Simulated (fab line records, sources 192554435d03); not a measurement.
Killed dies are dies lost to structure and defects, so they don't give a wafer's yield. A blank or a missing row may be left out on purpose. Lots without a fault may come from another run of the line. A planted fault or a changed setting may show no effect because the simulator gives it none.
A struck lot beside a sound one | flow n5_finfet | 37 steps out of a route of 1938
Sound: wafers L369.1, L369.4, L369.5. Struck: wafers L374.1, L374.2, L374.4. The cause comes at the end.
At each step with rows: each side's tool, then ch and its chambers, then its first start. Under that, the readings that differ: sound wafers | struck wafers | difference of the means | sigmas: that difference in standard deviations of wafers without a fault.
alike: readings whose means differ by less than 2 such deviations, and words and numbers that are the same on both sides. not compared: withheld readings, readings that some wafer has no value for, bounds like >300 that may hide the same value, and numbers for which the record gives no deviation and whose values overlap.
The two part at a step that has a row with sigmas, a row that says differs or no value, or rows on one side only. Numbers that don't overlap but have no deviation are shown without sigmas and don't part them. A reading that every wafer of one side lacks parts them only if that side has two wafers or more.

first, 9 steps without rows for these wafers: N5_BEOL_M8_DESCUM_33 (chemistry O2, time 7 s); N5_BEOL_M8_ETCH_72 (etches underlayer in N2/H2, target depth 6.5 nm, time 5.2 s); N5_BEOL_M8_ETCH_65 (etches SiARC in CF4, target depth 15.6 nm, time 26 s); N5_BEOL_M8_ETCH_66 (etches SOC in N2/H2, target depth 80 nm, overetch 16 nm, time 120 s); N5_BEOL_M8_STRIP_69 (strips in N2/H2); N5_BEOL_M8_STRIP_73 (strips in N2/H2); N5_BEOL_M8_VIA_ETCH_34 (etches SiCOH lowk in C4F6/O2, target depth 125.5 nm, time 50.5 s); N5_BEOL_M8_STRIP_76 (strips in C4F6/O2); N5_BEOL_M8_STRIP_36 (strips in N2/H2).
N5_BEOL_M8_TRENCH_ETCH_37: etches SiCOH lowk in C4F6/O2, target depth 93.478 nm, time 31.2 s.
  sound on rie_diel-05 ch 0,1,3, day 12 09:29; struck on rie_diel-01 ch 0,1,2, day 13 05:32
  reading                             | sound             | struck            | difference | sigmas
  oes_f_703_au (a.u.)                 | 0.98 0.68 0.81    | 0.53 0.51 0.50    | -0.31      | -3
  rf_fwd_power_W (W)                  | 340.4 342.5 342.3 | 258.7 255.2 257.3 | -84.7      | -56
  rf_vpp_V (V)                        | 674 665 670       | 770 769 764       | +98        | +18
  model.etch.depth_nm (nm)            | 94.13 93.07 92.8  | 84.32 83.05 83.02 | -9.87      |
  model.BEOL_M8.feature_depth_nm (nm) | 94.2 93 92.8      | 84.4 83 83        | -9.9       |
  alike: drypump_motor_current_A, oes_product_au, showerhead_plenum_p_Torr, throttle_valve_pct
  not compared: rf_hours_counter_h
then, 2 steps without rows for these wafers: N5_BEOL_M8_ETCH_41 (etches SiCN in CH3F/O2, target depth 31.9 nm, time 57.8 s); N5_BEOL_M8_STRIP_80 (strips in N2/H2, time 10 s).
N5_BEOL_M8_OCD_MEAS_38:
  sound on ocd-02, day 12 09:39; struck on ocd-02, day 13 05:42
  reading              | sound          | struck         | difference | sigmas
  trench_depth_nm (nm) | 94.3 92.9 92.6 | 84.0 83.3 82.9 | -9.9       | -8
then, 13 steps without rows for these wafers: N5_BEOL_M8_HM_STRIP_39 (strips TiN in peroxide tin strip, target depth 25 nm, time 158 s); N5_BEOL_M8_SRD_40 (time 30 s); N5_BEOL_M8_PRECLEAN_42 (cleans in residue remover, time 60 s); N5_BEOL_M8_SRD_43 (time 30 s); N5_BEOL_M8_CURE_75 (cures SiCOH lowk, time 120 s); N5_BEOL_M8_DEGAS_44 (time 60 s); N5_BEOL_M8_PRE_CLEAN_45 (time 30 s); N5_BEOL_M8_ALD_77 (deposits TaN, target thk 2 nm, pulse time 2 s, purge time 3 s); N5_BEOL_M8_SURFACE_TREAT_79; N5_BEOL_M8_CVD_78 (deposits Co from CCTBA/H2, target thk 2 nm, time 142.3 s); N5_BEOL_M8_SPUTTER_48 (material Cu, target thk 10 nm, time 1.667 s); N5_BEOL_M8_ECD_50 (material Cu, target thk 300 nm); N5_BEOL_M8_ANNEAL_51 (time 90 s).
N5_BEOL_M8_CMP_52: polishes, stops on SiCOH lowk, t overpolish 6.9 s, target thk 80 nm.
  sound on cmp-02 ch 0,1,2, day 12 11:48; struck on cmp-02 ch 0,1,3, day 13 08:55
  reading                                | sound        | struck       | difference | sigmas
  model.Cu_of_BEOL_M8_ECD_50.thk_nm (nm) | 80 80.6 79.2 | 72.2 69.2 70 | -9.5       |
  alike: barrier_field_endpoint_s, motor_current_A, overpolish_run_s, time_to_endpoint_s
N5_BEOL_M8_THK_MEAS_53: measures by xrf.
  sound on film_metro-02, day 12 12:01; struck on film_metro-01, day 13 09:10
  reading     | sound          | struck         | difference | sigmas
  M8_THK (nm) | 79.8 80.3 79.7 | 72.4 69.6 70.2 | -9.2       | -6
then, 2 steps without rows for these wafers: N5_BEOL_M8_PRE_CLEAN_55 (time 15 s); N5_BEOL_M8_DEP_56 (deposits SiCN from 3MS/NH3, target thk 10 nm, time 17.5 s).
N5_BEOL_M8_RS_MEAS_57: measures by four-point-probe.
  sound on film_metro-02, day 12 12:11; struck on film_metro-02, day 13 09:18
  reading        | sound             | struck            | difference | sigmas
  M8_RS (ohm/sq) | 0.287 0.284 0.290 | 0.324 0.340 0.336 | +0.046     | +7
then, 5 steps without rows for these wafers: N5_BEOL_M9_ILD_DEP_00 (deposits SiCOH lowk from DEMS/porogen, target thk 308.51 nm, time 58 s); N5_BEOL_M9_CURE_71 (cures SiCOH lowk, time 240 s); N5_BEOL_M9_PECVD_70 (deposits SiO2 from TEOS/O2, target thk 20 nm, time 22.7 s); N5_BEOL_M9_HM_DEP_02 (deposits TiN, target thk 20 nm); N5_BEOL_M9_COAT_59 (time 60 s, resist thk 100 nm).
-- the record jumps here: 2 days lie between the struck wafers' starts before and after (it left off in module BEOL_M9 and takes up again in module BEOL_M15, whose first step shown is number 1830 of the route) --
N5_BEOL_M15_RC_MEAS_101:
  sound on prober-02 ch 0, day 14 07:46; struck on prober-01 ch 0, day 15 12:47
  reading                   | sound                 | struck              | difference | sigmas
  COMB_M7 (S/m)             | 2.4e-11 2e-11 2.4e-11 | 3e-11 3e-11 4.5e-11 | +1e-11     | +2
  SERP_M12 (ohm/um)         | 0.664 0.662 0.659     | 0.625 0.642 0.620   | -0.033     | -2
  SERP_M8 (ohm/um)          | 13.8 13.8 13.8        | 15.0 16.0 16.2      | +1.9       | +5
  SERP_M8_max_site (ohm/um) | 14.7 14.2 14.8        | 15.7 16.3 17.0      | +1.8       | +4
  alike: etest_temp_c, COMB_M10, COMB_M11, COMB_M12, COMB_M13, COMB_M13_max_site, COMB_M14, COMB_M15, COMB_M5, COMB_M6, COMB_M8, COMB_M9, SERP_M10, SERP_M11, SERP_M13, SERP_M13_max_site, SERP_M14, SERP_M5, SERP_M6, SERP_M7, SERP_M9, SERP_M9_max_site

WHERE THEY PART
First at N5_BEOL_M8_TRENCH_ETCH_37; last, within this record, at N5_BEOL_M15_RC_MEAS_101.

WHY: what the simulator had put in
Process parameter drift: rie_diel-01, from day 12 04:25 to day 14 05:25, at N5_BEOL_M8_TRENCH_ETCH_37. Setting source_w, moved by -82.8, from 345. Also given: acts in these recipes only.
